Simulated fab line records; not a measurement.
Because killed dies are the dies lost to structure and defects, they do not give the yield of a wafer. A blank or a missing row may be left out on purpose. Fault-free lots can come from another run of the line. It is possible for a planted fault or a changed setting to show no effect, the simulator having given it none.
Which tool was responsible?	flow n5 finfet	10 lots (29 wafers sampled), 1 step of a 1938-step route

== WHAT THE GAUGES SHOWED, per wafer ==
N5_BEOL_M4_RC_MEAS_101.
lot	measured	on	DIBL_N (mV/V)	DIBL_P (mV/V)	IOFF_N (nA/um)	IOFF_P (nA/um)	ION_N (uA/um)	ION_P (uA/um)	SS_N (mV/dec)	SS_P (mV/dec)	VT_N (mV)	VT_P (mV)
L878	day 7 15:56	prober-01	40.9 39.8 36.5	41.0 39.5 35.0	0.27 0.23 0.16	0.32 0.29 0.23	695 695 669	472 474 465	72.0 72.1 71.2	74.4 74.1 72.4	240 245 252	-242.9 -243.5 -247.3
L879	day 8 20:15	prober-02	36.7 34.7 39.2	38.2 33.9 41.4	0.19 0.14 0.25	0.25 0.17 0.32	675 666 693	465 457 473	72.5 72.2 72.8	73.7 72.5 74.6	248 250 242	-248.4 -252.9 -245.7
L880	day 8 23:30	prober-01	36.3 35.8 38.5	37.4 37.5 40.0	0.17 0.16 0.23	0.21 0.22 0.26	683 672 702	462 468 475	71.5 70.7 71.8	73.8 72.9 73.9	248 250 245	-249.2 -247.8 -246.1
L881	day 9 03:07	prober-02	34.3 34.0 32.7	33.5 32.9 30.7	0.16 0.14 0.12	0.21 0.19 0.16	678 670 653	463 459 461	70.8 71.3 71.3	73.2 72.7 72.2	246 250 252	-247.1 -249.6 -251.3
L882	day 9 10:52	prober-02	33.9 37.5 35.4	34.9 37.1 36.2	0.13 0.19 0.15	0.17 0.20 0.19	674 668 678	461 455 470	70.4 72.0 71.5	73.2 73.4 73.2	254 248 249	-250.4 -251.0 -250.7
L884	day 9 23:12	prober-01	35.3 35.7 32.9	37.0 36.7 34.1	0.15 0.15 0.11	0.20 0.20 0.16	675 666 668	464 459 465	71.0 71.3 71.0	73.5 73.3 72.7	249 253 255	-252.4 -251.4 -253.0
L885	day 10 08:04	prober-02	36.1 37.2	36.2 37.3	0.16 0.17	0.20 0.22	673 670	461 464	71.7 72.3	74.1 74.1	252 252	-250.6 -246.3
L894	day 12 11:57	prober-01	35.5 32.1 34.3	34.3 31.1 32.7	0.13 0.09 0.11	0.18 0.13 0.15	662 640 664	454 441 460	70.9 70.4 70.6	72.9 72.0 72.1	255 259 256	-251.6 -256.4 -255.7
L898	day 12 22:59	prober-02	36.0 33.0 37.4	35.9 32.7 36.6	0.15 0.11 0.16	0.20 0.16 0.21	675 668 667	461 459 457	71.1 70.9 71.4	74.0 73.1 73.7	252 253 253	-250.9 -252.0 -251.4
L900	day 14 07:43	prober-02	37.5 37.7 36.6	39.3 39.7 38.0	0.18 0.18 0.16	0.24 0.25 0.23	691 680 685	475 471 474	71.0 72.0 71.1	73.8 74.1 73.4	246 247 246	-246.5 -247.2 -248.1

== TOOL THAT RAN EACH LOT (tool first, then ch and the chambers of the sampled wafers, then the start) ==
Record: no process step prior to these readings.

== WHAT THE TOOLS THEMSELVES READ (means of the sampled wafers that have a number; where no wafer has one, the mark that the record gives instead) ==
The record holds no such reading with a usual standard deviation.

== THE ANSWER, worked out from the rows above alone ==
Rule: the lots themselves supply what counts as usual. The widest of any qualifying gaps counts: lots, ordered by their means at a reading, are off when they make up no more than a third of the lots, leave a main group of 4 or more, and stand apart from it by 3 or more times the standard deviation of that group's means. If all means in a main group match to the digits the tables above print for the reading, that group is not used. Also off: a lot with no number at a reading for which 4 or more lots have one. Any other lot the step has rows for is counted as sound. First the gauges in route order, then the tools' own readings, where a lot's mean is used as printed above. At the first step where some lot is off, the reading lying furthest off is the one used; lots without a number count as furthest.
None of the lots is off at any reading shown; this tells nothing.

== WHAT THE SIMULATOR HAD PUT IN ==
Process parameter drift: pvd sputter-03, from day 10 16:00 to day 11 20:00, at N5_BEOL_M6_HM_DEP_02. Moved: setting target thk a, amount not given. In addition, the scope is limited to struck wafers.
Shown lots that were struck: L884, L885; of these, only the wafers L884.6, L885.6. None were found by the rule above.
